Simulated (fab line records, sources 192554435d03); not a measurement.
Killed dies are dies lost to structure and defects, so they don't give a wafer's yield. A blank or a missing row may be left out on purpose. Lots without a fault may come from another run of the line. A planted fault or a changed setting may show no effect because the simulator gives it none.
Problem report in the 8D (eight disciplines) form, filled by code | flow n5_finfet | the parts of the form that need people (team, actions taken, sign-off) are left out

1. THE PROBLEM
killed_at_M4_up at N5_PASSIVATION_PROBE_49 reads a mean of 144 on 1 wafer of 1 lot; wafers without a fault read 14 with a standard deviation of 5.2. That is +25 standard deviations from the usual mean.
First seen on wafer L521.3, day 14 05:35, on prober-01. The record holds 9 wafers of 3 lots with a number at this step. Rule for "out", or "out of limits": more than 4 standard deviations from the usual mean. The other wafers with a number count as sound.

2. WHAT IT IS AND WHAT IT IS NOT
question                    | is                                                                                                   | is not
which readings at this step | killed_at_M4_up, defect_limited_yield, killed_dies, sort_bin_5_function, sort_n_pass, sort_yield_pct | killed_at_M0_to_M3, killed_at_contacts, killed_at_front_end, killed_at_other, killed_open, killed_short, sort_bin_4_leakage
which lots                  | L521                                                                                                 | L515, L527
which wafers of those lots  | L521.3                                                                                               | L521.4, L521.5
read on which tools         | prober-01                                                                                            | prober-02
when                        | from day 14 05:35                                                                                    | up to then (3 sound wafers); but 5 sound wafers of L521, L527 came after

3. SUSPECTS, AND WHAT RULES EACH OUT
Counting: a tool at a process step up to the reading stays a suspect if it ran every lot that is out. Sound lots after the first of them don't rule it out here, since some wafers of a struck lot are sound.
- ald_sin-02 at N5_BEOL_M4_ALD_98 (deposits SiO2, target thk 2.5 nm, pulse time 1 s, co reactant pulse time 1 s): kept. It ran the lot that is out, L521 (day 9 10:19); its last sound lot up to then is L515 (day 8 22:42).
- rie_diel-06 at N5_MIM_BOT_LITHO_DESCUM_10 (chemistry O2, time 7.9 s): kept. It ran the lot that is out, L521 (day 13 19:54).
- rie_diel-06 at N5_MIM_BOT_ETCH_ETCH_04 (etches SiNx in CF4/O2, target depth 26 nm, time 13 s): kept. It ran the lot that is out, L521 (day 13 19:58).
- rie_metal-02 at N5_PASSIVATION_AL_ETCH_33 (etches Al in Cl2/BCl3, stops on TaN, target depth 2800 nm, time 466.7 s): kept. It ran the lot that is out, L521 (day 14 00:31); its last sound lot up to then is L515 (day 13 01:26).
- prober-01 at N5_PASSIVATION_PROBE_49: kept. It ran the lot that is out, L521 (day 14 05:35). Its own readings are out on those wafers: defect_limited_yield, killed_at_M4_up, killed_dies, sort_bin_5_function, sort_n_pass, sort_yield_pct.
- Within ald_sin-02 at N5_BEOL_M4_ALD_98: the wafers that are out ran in chamber 2; their sound lot-mates ran in chambers 0, 3.
- Within rie_diel-06 at N5_MIM_BOT_LITHO_DESCUM_10: the wafers that are out ran in chamber 3; their sound lot-mates ran in chambers 0, 1.
- Within rie_diel-06 at N5_MIM_BOT_ETCH_ETCH_04: the wafers that are out ran in chamber 3; their sound lot-mates ran in chambers 0, 1.
- Within rie_metal-02 at N5_PASSIVATION_AL_ETCH_33: the wafers that are out ran in chamber 1; their sound lot-mates ran in chamber 0.
Left after counting: ald_sin-02 at N5_BEOL_M4_ALD_98, rie_diel-06 at N5_MIM_BOT_LITHO_DESCUM_10, rie_diel-06 at N5_MIM_BOT_ETCH_ETCH_04, rie_metal-02 at N5_PASSIVATION_AL_ETCH_33, prober-01 at N5_PASSIVATION_PROBE_49.

4. THE CAUSE (what the simulator had put in)
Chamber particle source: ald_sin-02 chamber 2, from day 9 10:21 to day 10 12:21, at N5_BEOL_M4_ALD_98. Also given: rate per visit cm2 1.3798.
Counting left 5 suspects, and this tool is among them.

5. THE CHAIN OF EFFECTS, in route order
Each row: a reading whose mean over the struck wafers that have a number lies more than 3 standard deviations from the usual. Only readings for which the record gives a usual standard deviation are gone through. hours: the time from each lot's start at the first step in this table that gives one to its start at this step, as a median over the lots. sigmas: the change in usual standard deviations.
hours | step                    | reading              | usual  | on struck wafers | change | sigmas
0     | N5_PASSIVATION_PROBE_49 | defect_limited_yield | 90.9 % | 78.2             | -12.7  | -8.5
0     | N5_PASSIVATION_PROBE_49 | killed_at_M4_up      | 14     | 144              | +130   | +25
0     | N5_PASSIVATION_PROBE_49 | killed_dies          | 108    | 257              | +149   | +8.3
0     | N5_PASSIVATION_PROBE_49 | sort_bin_5_function  | 5.4 %  | 12.7             | +7.3   | +7.3
0     | N5_PASSIVATION_PROBE_49 | sort_n_pass          | 1072   | 923              | -149   | -8.3
0     | N5_PASSIVATION_PROBE_49 | sort_yield_pct       | 90.9 % | 78.2             | -12.7  | -8.5
The process steps in it:
- N5_PASSIVATION_PROBE_49

6. WHAT WOULD HAVE CAUGHT IT SOONER
In this record the first reading out of limits was taken at day 14 05:35, 115 hours after the fault began at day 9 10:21.
Of the tool readings at N5_BEOL_M4_ALD_98 for which the record gives a usual standard deviation, none was out on any struck wafer, so an alarm limit of 4 standard deviations on them would not have fired.
All the lots that are out (1) had begun N5_BEOL_M4_ALD_98 on ald_sin-02 by day 14 05:35. A hold on the tool at that time would have spared none of them.
